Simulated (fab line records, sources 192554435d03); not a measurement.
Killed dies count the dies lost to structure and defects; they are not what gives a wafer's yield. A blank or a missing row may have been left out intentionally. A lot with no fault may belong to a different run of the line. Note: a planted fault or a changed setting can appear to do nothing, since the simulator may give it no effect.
Split-lot trial ; flow n5Finfet ; 21 wafers read across 7 lots, on a route 1938 steps long

== THE SPLIT ==
At N5_BEOL_M13_SPUTTER_43 (material TaN, target thk 15 nm, time 24.19 s), the setting timeS was moved away from the recipe's 24.19 s on 6 of the 21 wafers read, by -12.1% to +11.2%. All remaining wafers had this setting at the recipe value.

The split's own step is where the reading is taken.

== THE READING ==
TaN_of_BEOL_M13_SPUTTER_43.thkNm (the simulator's own value, which no gauge read), in nm, at N5_BEOL_M13_SPUTTER_43 (material TaN, target thk 15 nm, time 24.19 s). There is no usual value for it anywhere in the file. Average 14.9 nm, standard deviation 0.11 nm, over the 15 wafers here run with the recipe.

wafer;tool, chamber at the split;timeS as run, s;against the recipe;TaN_of_BEOL_M13_SPUTTER_43.thkNm, nm;against lot-mates on the recipe
L077.2;pvdSputter-02, -;24.19;recipe;15;-
L077.4;pvdSputter-02, -;24.19;recipe;15;-
L077.6;pvdSputter-02, -;24.19;recipe;14.8;-
L078.3;pvdSputter-02, -;26.51;+9.6%;16.4;+1.5
L078.5;pvdSputter-02, -;24.19;recipe;14.8;-
L078.6;pvdSputter-02, -;24.19;recipe;15;-
L083.3;pvdSputter-03, -;24.19;recipe;14.8;-
L083.4;pvdSputter-03, -;24.19;recipe;14.8;-
L083.5;pvdSputter-03, -;23.01;-4.9%;13.8;-1.0
L085.2;pvdSputter-01, -;24.19;recipe;15;-
L085.3;pvdSputter-01, -;24.19;recipe;15;-
L085.5;pvdSputter-01, -;24.19;recipe;15;-
L086.3;pvdSputter-03, -;24.19;recipe;15.2;-
L086.4;pvdSputter-03, -;26.9;+11.2%;16.6;+1.4
L086.6;pvdSputter-03, -;26.9;+11.2%;16.8;+1.6
L089.3;pvdSputter-03, -;24.19;recipe;15;-
L089.6;pvdSputter-03, -;24.19;recipe;15;-
L089.5;pvdSputter-03, -;25.78;+6.6%;16;+1.0
L097.1;pvdSputter-01, -;21.27;-12.1%;13.2;-1.7
L097.4;pvdSputter-01, -;24.19;recipe;14.8;-
L097.5;pvdSputter-01, -;24.19;recipe;15;-

FIT RESULTS
A straight line over all 21 wafers: TaN_of_BEOL_M13_SPUTTER_43.thkNm changes by +0.157 nm for each +1% of timeS; r = +0.99; the points scatter about the line by 0.14 nm.
The same after taking each lot's own level away (the mean of its wafers on the recipe; 21 wafers): +0.145 nm for each +1%; r = +0.99; scatter 0.11 nm.
The reading moves by 1.7 nm for the largest change in timeS, on that fit.
Measured against the standard deviation above, the lots' own levels, which go from 14.80 to 15.20 nm, span 3.5 times it.
The two slopes are in agreement: the lot-to-lot level therefore moves the slope only a little.
Check: for one of the wafers moved furthest among these (-12.1%), held out of the fit, the line's prediction against its lot-mates is -1.79 nm. It came out at -1.7 nm against them.

== FURTHER SPLITS ON THESE WAFERS ==
These wafers also went through other splits before the reading. Each is held against what the fit with the lots' levels taken away leaves over:
other split on the same wafers;wafers away from the commonest value;r with TaN_of_BEOL_M13_SPUTTER_43.thkNm (lot level and that fit taken away)
N5_BEOL_M10_TRENCH_ETCH_37 biasW;4;+0.17
N5_BEOL_M11_EXPOSE_25 doseMj;7;+0.05
N5_BEOL_M11_ETCH_66 timeS;6;+0.06

== THE FILE'S OWN FIT ==
TaN_of_BEOL_M13_SPUTTER_43.thkNm changes by +0.147 nm for each +1% of timeS, r = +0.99.
